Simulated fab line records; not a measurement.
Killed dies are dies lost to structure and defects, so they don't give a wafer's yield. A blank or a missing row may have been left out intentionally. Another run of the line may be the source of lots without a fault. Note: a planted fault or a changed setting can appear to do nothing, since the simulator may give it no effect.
What tool caused it? -- flow nand_harc -- 14 lots, 42 wafers sampled, at 4 steps of a route of 1159

== WHAT THE GAUGES READ, wafer by wafer ==
NHARC_END_WLT_00. Usual: VT_DECK1_BOTTOM 0.870, standard deviation 0.0084; VT_DECK1_BOTTOM_INNER 0.870, standard deviation 0.0083; VT_DECK1_MEDIAN_NEAR_BOTTOM 0.871, standard deviation 0.008; VT_DECK1_MEDIAN_NEAR_BOTTOM_INNER 0.871, standard deviation 0.0081; VT_DECK1_MIDDLE 0.883, standard deviation 0.0067; VT_DECK1_MIDDLE_INNER 0.883, standard deviation 0.0067; VT_DECK1_TOP 0.894, standard deviation 0.0072; VT_DECK1_TOP_INNER 0.894, standard deviation 0.0074.
lot,measured,on,VT_DECK1_BOTTOM,VT_DECK1_BOTTOM_INNER,VT_DECK1_MEDIAN_NEAR_BOTTOM,VT_DECK1_MEDIAN_NEAR_BOTTOM_INNER,VT_DECK1_MIDDLE,VT_DECK1_MIDDLE_INNER,VT_DECK1_TOP,VT_DECK1_TOP_INNER,flag
L418,day 18 18:38,prober-02,0.871 0.868 0.882,0.868 0.868 0.881,0.877 0.867 0.889,0.878 0.877 0.890,0.879 0.883 0.895,0.879 0.884 0.884,0.897 0.899 0.896,0.893 0.904 0.899,
L419,day 19 12:23,prober-01,0.864 0.865 0.865,0.862 0.874 0.865,0.867 0.866 0.876,0.862 0.874 0.874,0.884 0.887 0.883,0.883 0.884 0.894,0.893 0.892 0.891,0.892 0.892 0.890,
L420,day 19 12:55,prober-02,0.863 0.864 0.866,0.867 0.864 0.862,0.854 0.861 0.865,0.863 0.864 0.859,0.878 0.882 0.883,0.880 0.886 0.877,0.891 0.891 0.876,0.892 0.890 0.884,
L421,day 19 21:14,prober-01,0.870 0.886 0.868,0.871 0.881 0.872,0.865 0.880 0.876,0.862 0.881 0.869,0.888 0.891 0.886,0.883 0.884 0.883,0.899 0.895 0.898,0.893 0.896 0.898,
L428,day 21 17:07,prober-02,0.871 0.860 0.876,0.875 0.859 0.869,0.868 0.865 0.885,0.874 0.860 0.866,0.878 0.879 0.879,0.880 0.877 0.888,0.896 0.883 0.896,0.899 0.893 0.892,
L431,day 21 17:43,prober-01,0.881 0.869 0.854,0.880 0.877 0.865,0.877 0.867 0.869,0.881 0.881 0.863,0.885 0.888 0.887,0.888 0.882 0.888,0.903 0.908 0.899,0.903 0.887 0.899,
L430,day 22 00:22,prober-02,0.872 0.875 0.884,0.882 0.878 0.878,0.870 0.877 0.881,0.875 0.876 0.885,0.883 0.886 0.890,0.889 0.887 0.887,0.900 0.906 0.889,0.897 0.898 0.904,
L427,day 22 03:02,prober-01,0.862 0.858 0.860,0.863 0.857 0.864,0.860 0.858 0.871,0.872 0.862 0.866,0.879 0.870 0.874,0.874 0.884 0.882,0.881 0.884 0.887,0.879 0.883 0.897,
L434,day 23 13:29,prober-02,0.874 0.870 0.874,0.877 0.873 0.878,0.882 0.872 0.876,0.871 0.866 0.876,0.886 0.891 0.889,0.891 0.887 0.878,0.898 0.903 0.893,0.903 0.892 0.907,
L437,day 23 19:47,prober-01,0.873 0.877 0.881,0.883 0.875 0.874,0.879 0.876 0.877,0.877 0.879 0.882,0.891 0.879 0.897,0.887 0.882 0.885,0.895 0.890 0.893,0.887 0.898 0.891,
L435,day 24 04:05,prober-01,0.869 0.861 0.856,0.864 0.870 0.868,0.862 0.869 0.862,0.865 0.872 0.861,0.877 0.873 0.882,0.869 0.877 0.873,0.880 0.879 0.887,0.880 0.880 0.876,
L440,day 24 14:34,prober-02,0.871 0.865 0.868,0.871 0.869 0.870,0.863 0.861 0.870,0.868 0.857 0.879,0.876 0.885 0.878,0.887 0.883 0.886,0.896 0.896 0.903,0.892 0.900 0.894,
L439,day 24 15:32,prober-01,0.870 0.887 0.880,0.877 0.876 0.878,0.872 0.887 0.871,0.875 0.881 0.869,0.887 0.884 0.887,0.885 0.885 0.889,0.900 0.895 0.898,0.895 0.895 0.902,
L441,day 25 05:28,prober-01,0.881 0.871 0.879,0.870 0.855 0.878,0.875 0.867 0.876,0.881 0.870 0.872,0.881 0.887 0.885,0.885 0.878 0.893,0.897 0.891 0.907,0.894 0.901 0.903,

NHARC_END_SORT_01. Usual: killed_at_array 28, standard deviation 11; killed_at_other 0.5, standard deviation 0.87; killed_at_periphery 2.9, standard deviation 2.2; killed_dies 32, standard deviation 11; killed_open 3.2, standard deviation 1.9; killed_short 1.8, standard deviation 1.4.
lot,measured,on,killed_at_array,killed_at_other,killed_at_periphery,killed_dies,killed_open,killed_short,flag
L430,day 22 03:39,prober-02,80 70 77,0 0 0,2 0 0,82 70 77,4 4 2,0 0 0,OFF
L427,day 22 06:53,prober-01,73 90 71,0 0 0,7 11 1,80 101 72,4 6 2,0 0 1,OFF

== WHICH TOOL RAN EACH LOT (tool, then ch and the chambers of the sampled wafers, then the start) ==
lot,NHARC_A_CONTACT_STRIP_99,NHARC_THIN_TSV_PRE_CLEAN_50
L418,"rie_diel-03 ch 0,1,3, day 15 19:57","pvd_sputter-03, day 18 18:38 or earlier"
L419,"rie_diel-12 ch 0,2,3, day 16 15:26","pvd_sputter-01, day 19 12:23 or earlier"
L420,"rie_diel-03 ch 0,1,3, day 16 22:01","pvd_sputter-01, day 19 12:55 or earlier"
L421,"rie_diel-10 ch 0,1,3, day 16 22:44","pvd_sputter-01, day 19 21:14 or earlier"
L428,"rie_diel-03 ch 1,2,3, day 18 22:02","pvd_sputter-03, day 21 17:07 or earlier"
L431,"rie_diel-12 ch 1,2, day 19 04:10","pvd_sputter-03, day 21 17:43 or earlier"
L430,"rie_diel-10 ch 2,3, day 19 04:18","pvd_sputter-03, day 22 00:22 or earlier"
L427,"rie_diel-10 ch 2,3, day 19 08:13","pvd_sputter-02, day 22 03:02 or earlier"
L434,"rie_diel-12 ch 0,1, day 20 12:01","pvd_sputter-02, day 23 13:29 or earlier"
L437,"rie_diel-03 ch 0,1,3, day 20 22:53","pvd_sputter-02, day 23 19:47 or earlier"
L435,"rie_diel-03 ch 0,1,3, day 21 03:44","pvd_sputter-01, day 24 04:05 or earlier"
L440,"rie_diel-03 ch 0,1,3, day 22 05:27","pvd_sputter-01, day 24 14:34 or earlier"
L439,"rie_diel-12 ch 0,3, day 22 07:57","pvd_sputter-03, day 24 15:32 or earlier"
L441,"rie_diel-03 ch 0,1,3, day 22 10:23","pvd_sputter-01, day 25 05:28 or earlier"
- NHARC_A_CONTACT_STRIP_99: strips in N2/H2.
- NHARC_THIN_TSV_PRE_CLEAN_50: time 30 s.

== WHAT THE TOOLS THEMSELVES READ (means of the sampled wafers that have a number; where no wafer has one, the mark that the record gives instead) ==
NHARC_THIN_TSV_PRE_CLEAN_50. Usual: heater_power_w 430 W, standard deviation 53; susceptor_temp_C 280.03 C, standard deviation 0.18.
lot,tool,heater_power_w (W),susceptor_temp_C (C),flag
L418,pvd_sputter-03,464,-,OFF
L419,pvd_sputter-01,451,-,OFF
L420,pvd_sputter-01,485,279.79,
L421,pvd_sputter-01,401,279.96,
L428,pvd_sputter-03,432,280.26,
L431,pvd_sputter-03,437,279.83,
L430,pvd_sputter-03,461,279.98,
L427,pvd_sputter-02,432,280.10,
L434,pvd_sputter-02,401,279.83,
L437,pvd_sputter-02,415,279.93,
L435,pvd_sputter-01,457,279.84,
L440,pvd_sputter-01,428,-,OFF
L439,pvd_sputter-03,413,279.92,
L441,pvd_sputter-01,440,-,OFF

== THE ANSWER, worked out from the rows above alone ==
Rule: lot off if the mean of its wafers having a number is beyond 3 standard deviations from the usual mean. A lot without any number at a reading at which 4 lots or more have one is off too. All remaining lots with rows at the step are treated as sound. First the gauges in route order, then the tools' own readings, where a lot's mean is used as printed above. The first step at which some lot is off is used, and at that step the reading that is off furthest; a lot without a number counts as furthest.
Off: L430, L427 (NHARC_END_SORT_01, killed_dies). Neither off nor sound, because the step has no rows for them: L418, L419, L420, L421, L428, L431, L434, L437, L435, L440, L439, L441.
If a tool, at a process step before that reading, ran all the lots that are off and no sound lot after the first of them, it fits. Gauges at NHARC_END_SORT_01: tried the same way as those tools. Because NHARC_THIN_TSV_PRE_CLEAN_50 lacks a start for some lots, the hours and order of its lots are taken from NHARC_END_WLT_00. One fits: NHARC_A_CONTACT_STRIP_99 on rie_diel-10. It ran no sound lot before its first lot that is off in this sample, so the start can't be narrowed down.

== WHAT THE SIMULATOR HAD INSERTED ==
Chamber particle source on rie_diel-10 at NHARC_A_CONTACT_STRIP_99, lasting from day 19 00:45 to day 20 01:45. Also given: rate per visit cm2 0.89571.
Lots struck among those shown: L430, L427. The rule above reached the same finding.
